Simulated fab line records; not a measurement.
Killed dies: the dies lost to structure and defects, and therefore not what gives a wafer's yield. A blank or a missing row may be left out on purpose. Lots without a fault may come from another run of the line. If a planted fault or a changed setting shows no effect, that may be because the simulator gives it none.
fab line records	flow n5-finfet	part 2 of 2: steps 21 to 28 of 28
record: lots: 5	wafers: 15	last-day: 16
route steps=1938 shown BEOL_M14@1723
lots that met no fault: from a run of the same line without faults
start-h: hours from the record's opening day to when the first of the lot's shown wafers began	wait-h: hours elapsed since this lot's preceding step	" as in the row above	L1.1+2: one row covering several wafers at once	- no value, or no start was given	* or withheld: withheld	< > ~ a bound
route shown NAME@n: NAME is a module with steps in the file, n the number in the route of the first one	usual: mean/standard deviation of fault-free wafers	same: alike in all rows	chamber/n: place in a boat	sites: each site's reading	_std_site: the standard deviation of these	_edge_site: outer sites' mean less inner sites'	radius-mm: for every site, how far away it sits from the centre of the wafer	mask NAME#n: copy n	behind: the last tool/chamber to shape the wafer	hold: cause of the lot's hold/its duration in hours/its outcome	device: the transistor (n, p or np) that didn't switch	end of line: tests run on the same wafers once the route is complete	a step given without rows: its recipe and nothing more	killed: the dies lost at the first sort to structure and to defects; this is not the yield of the wafer	map: a wafer's dies, marking killed ones x, the rest . and places with no die _
set.NAME: the run value of the setting; set.NAME@STEP: its run value at that earlier step	model.NAME: the simulator's own value behind a step, which no gauge read
lots seen at some steps along the route; tables by step, rows by wafer
services: from which hour (start-h, from the record's first day; less than 0 if before it) a tool's chamber was out of use, for how many hours, and why
== steps ==
step: N5_BEOL_M14_PEB_26
recipe: peb-temp-c: 130	peb-time-s: 90
usual: exhaust-pa: 45.2/0.93
lot.wafer	tool	chamber	start-h	wait-h	exhaust-pa
L080.1	litho-track-05	0	277.79	0.1	46.1
L080.4	"	0	"	"	45.5
L080.5	"	0	"	"	45.9
L081.2	litho-track-04	0	281.18	0.0	43.8
L081.3	"	0	"	"	43.7
L081.6	"	0	"	"	44.8
L085.1	litho-track-05	0	319.07	0.1	42.6
L085.4	"	0	"	"	44.5
L085.5	"	0	"	"	44.6
L091.1	litho-track-04	0	337.70	0.1	47.3
L091.3	"	0	"	"	45.3
L091.4	"	0	"	"	45.8
L093.1	litho-track-02	0	362.98	0.1	45.3
L093.4	"	0	"	"	42.7
L093.5	"	0	"	"	44.7
step: N5_BEOL_M14_DEVELOP_27
recipe: develop-time-s: 45	rinse-liquid: diw	dry: air-spin	dev-temp-c: 21
usual: exhaust-pa: 45.1/0.88
lot.wafer	tool	chamber	start-h	wait-h	exhaust-pa
L080.1	litho-track-05	0	-	-	45.3
L080.4	"	0	"	"	46.6
L080.5	"	0	"	"	45.8
L081.2	litho-track-04	0	-	-	44.7
L081.3	"	0	"	"	45.5
L081.6	"	0	"	"	44.2
L085.1	litho-track-05	0	-	-	45.3
L085.4	"	0	"	"	45.3
L085.5	"	0	"	"	44.4
L091.1	litho-track-04	0	-	-	45.0
L091.3	"	0	"	"	45.3
L091.4	"	0	"	"	44.9
L093.1	litho-track-02	0	-	-	45.5
L093.4	"	0	"	"	44.5
L093.5	"	0	"	"	45.1
step: N5_BEOL_M14_HARDBAKE_32
recipe: temp-c: 130	time-s: 120
usual: exhaust-pa: 45.0/0.97
lot.wafer	tool	chamber	start-h	wait-h	exhaust-pa
L080.1	litho-track-05	0	-	-	44.2
L080.4	"	0	"	"	45.0
L080.5	"	0	"	"	43.5
L081.2	litho-track-04	0	-	-	44.2
L081.3	"	0	"	"	46.1
L081.6	"	0	"	"	44.8
L085.1	litho-track-05	0	-	-	46.5
L085.4	"	0	"	"	46.1
L085.5	"	0	"	"	45.3
L091.1	litho-track-04	0	-	-	45.7
L091.3	"	0	"	"	46.2
L091.4	"	0	"	"	46.1
L093.1	litho-track-02	0	-	-	46.6
L093.4	"	0	"	"	44.8
L093.5	"	0	"	"	46.8
step: N5_BEOL_M14_CD_MEAS_28
recipe: target-cd-nm: 284.4	landing-energy-ev: 500	detector: se-inlens
usual: cd-nm: 285.1/2.2
lot.wafer	tool	chamber	start-h	wait-h	cd-nm
L080.1	cd-sem-01	0	277.91	-	288.5
L080.4	"	0	"	"	288.0
L080.5	"	0	"	"	287.1
L081.2	cd-sem-03	0	281.29	-	283.5
L081.3	"	0	"	"	281.7
L081.6	"	0	"	"	282.8
L085.1	cd-sem-02	0	319.18	-	285.5
L085.4	"	0	"	"	287.0
L085.5	"	0	"	"	289.1
L091.1	cd-sem-02	0	337.81	-	281.1
L091.3	"	0	"	"	279.9
L091.4	"	0	"	"	280.0
L093.1	cd-sem-01	0	363.09	-	287.2
L093.4	"	0	"	"	288.8
L093.5	"	0	"	"	283.8
step: N5_BEOL_M14_OVL_MEAS_29
recipe: points-per-wafer: 44
usual: M14_OVL: -1/6
lot.wafer	tool	chamber	start-h	wait-h	M14_OVL[nm]
L080.1	overlay-02	0	277.94	0.0	3
L080.4	"	0	"	"	3
L080.5	"	0	"	"	3
L081.2	overlay-02	0	281.32	0.0	6
L081.3	"	0	"	"	0
L081.6	"	0	"	"	-2
L085.1	overlay-01	0	319.21	0.0	2
L085.4	"	0	"	"	3
L085.5	"	0	"	"	-8
L091.1	overlay-01	0	337.84	0.0	-3
L091.3	"	0	"	"	-3
L091.4	"	0	"	"	3
L093.1	overlay-01	0	363.12	0.0	-6
L093.4	"	0	"	"	0
L093.5	"	0	"	"	1
step: N5_BEOL_M14_INSPECT_30
recipe: mode: adi	inspect-instrument: macro
usual: raw-defect-count: 2.0/1.4
lot.wafer	tool	chamber	start-h	wait-h	raw-defect-count
L080.1	defect-inspect-02	-	278.09	0.2	0
L080.4	"	-	"	"	3
L080.5	"	-	"	"	2
L081.2	defect-inspect-02	-	281.49	0.2	1
L081.3	"	-	"	"	4
L081.6	"	-	"	"	1
L085.1	defect-inspect-01	-	319.24	0.0	3
L085.4	"	-	"	"	3
L085.5	"	-	"	"	3
L091.1	defect-inspect-02	-	337.87	0.0	4
L091.3	"	-	"	"	3
L091.4	"	-	"	"	0
L093.1	defect-inspect-01	-	363.15	0.0	4
L093.4	"	-	"	"	1
L093.5	"	-	"	"	0
step: N5_BEOL_M14_DESCUM_33
recipe: chemistry: O2	time-s: 7.9	source-power-w: 50	bias-power-w: 20	pressure-mtorr: 20	rf-frequency-hz: 2.712e+07	temp-c: 40	o2-flow-sccm: 225
usual: drypump-motor-current-A: 5.5/0.49	oes-product-au: 0.83/0.074	rf-vpp-V: 242.8/1.1	showerhead-plenum-p-Torr: 2.08/0.054	temp-c: 40.00/0.11	throttle-valve-pct: 20.49/0.15
lot.wafer	tool	chamber	start-h	wait-h	drypump-motor-current-A	oes-product-au	rf-hours-counter-h	rf-vpp-V	showerhead-plenum-p-Torr	temp-c	throttle-valve-pct
L080.1	rie-diel-03	0	278.42	0.3	6.3	0.91	38	244.1	2.04	40.05	20.46
L080.4	"	3	"	"	5.5	0.88	-	243.9	2.15	40.19	20.50
L080.5	"	2	"	"	5.8	0.83	-	243.7	2.14	39.99	20.45
L081.2	rie-diel-06	0	281.52	0.0	5.3	0.83	71	243.5	2.11	39.90	20.10
L081.3	"	3	"	"	4.8	0.67	245	244.5	2.17	40.03	20.88
L081.6	"	0	"	"	5.3	0.84	-	242.3	2.11	40.10	20.11
L085.1	rie-diel-05	1	319.63	0.4	5.1	0.79	85	245.2	2.11	39.94	20.36
L085.4	"	3	"	"	6.1	0.67	249	242.6	2.07	39.92	20.77
L085.5	"	2	"	"	4.8	0.70	-	241.4	2.01	39.96	20.74
L091.1	rie-diel-03	3	337.90	0.0	5.5	0.85	43	243.3	2.14	40.08	20.50
L091.3	"	2	"	"	5.8	0.81	103	244.1	2.13	39.97	20.50
L091.4	"	1	"	"	5.9	0.83	71	241.4	2.04	39.90	20.47
L093.1	rie-diel-05	0	363.18	0.0	5.9	0.79	107	242.1	2.00	39.99	20.44
L093.4	"	3	"	"	6.1	0.94	9	243.6	2.07	39.98	20.42
L093.5	"	0	"	"	5.9	0.80	-	240.5	2.00	39.93	20.45
step: N5_BEOL_M14_ETCH_67
recipe: chemistry: CF4	target: SiARC	target-depth-a: 1430	time-s: 238.3	ion-energy-ev: 80	pressure-mtorr: 40	source-w: 545	bias-w: 36	Ar_flow_sccm: 100	cf4-flow-sccm: 100	ends: cleared
usual: bias-w: 36.00/0.12	drypump-motor-current-A: 5.5/0.49	etch-rf-on-time-s: 241/8	oes-product-au: 0.70/0.058	rf-vpp-V: 183.9/0.97	showerhead-plenum-p-Torr: 2.13/0.048	throttle-valve-pct: 15.57/0.19
lot.wafer	tool	chamber	start-h	wait-h	bias-w	drypump-motor-current-A	etch-rf-on-time-s	oes-product-au	rf-hours-counter-h	rf-vpp-V	showerhead-plenum-p-Torr	throttle-valve-pct
L080.1	rie-diel-03	0	278.45	0.0	36.19	6.2	250	0.74	38	184.0	2.12	15.75
L080.4	"	3	"	"	35.96	5.5	257	0.74	-	184.2	2.18	15.49
L080.5	"	2	"	"	35.75	5.8	240	0.71	-	185.0	2.15	15.30
L081.2	rie-diel-06	0	281.55	0.0	36.07	5.3	228	0.73	71	184.4	2.18	15.37
L081.3	"	3	"	"	36.21	4.8	246	0.56	245	186.3	2.20	15.95
L081.6	"	0	"	"	36.13	5.2	228	0.73	-	185.6	2.18	15.37
L085.1	rie-diel-05	1	319.66	0.0	36.14	5.1	247	0.66	85	184.8	2.15	15.47
L085.4	"	3	"	"	35.78	6.1	258	0.56	249	183.7	2.11	15.90
L085.5	"	2	"	"	35.92	4.9	234	0.60	-	184.3	2.03	15.81
L091.1	rie-diel-03	3	337.94	0.0	36.00	5.5	246	0.72	43	185.1	2.17	15.52
L091.3	"	2	"	"	36.06	5.8	233	0.70	103	184.2	2.15	15.36
L091.4	"	1	"	"	36.03	5.9	233	0.72	71	183.9	2.06	15.50
L093.1	rie-diel-05	0	363.22	0.0	36.14	5.9	235	0.69	107	182.2	2.08	15.81
L093.4	"	3	"	"	35.99	6.1	252	0.79	9	183.3	2.11	15.46
L093.5	"	0	"	"	35.94	5.9	235	0.69	-	183.9	2.08	15.81
== services ==
tool	chamber	start-h	hours	kind
litho-track-04	-	260.47	-	consumable-replace:filter
krf-scanner-01	-	266.22	1.3	pm
krf-scanner-02	-	270.14	0.8	pm
wet-bench-03	-	281.05	11.4	repair
krf-scanner-02	0	281.66	-	calibration
rie-diel-06	3	296.00	-	clean
rie-diel-06	3	296.00	-	consumable-replace:focus-ring
rie-diel-06	3	296.00	26.2	scheduled-down
rie-diel-06	3	296.00	26.2	vent-cycle
krf-scanner-01	0	308.82	-	calibration
rie-diel-05	3	321.96	-	clean
rie-diel-05	3	321.96	-	consumable-replace:focus-ring
rie-diel-05	3	321.96	15.7	scheduled-down
rie-diel-05	3	321.96	15.7	vent-cycle
krf-scanner-01	-	324.94	4.0	pm
litho-track-02	-	328.68	-	consumable-replace:filter
krf-scanner-01	-	329.20	1.0	pm
krf-scanner-02	-	330.20	1.0	pm
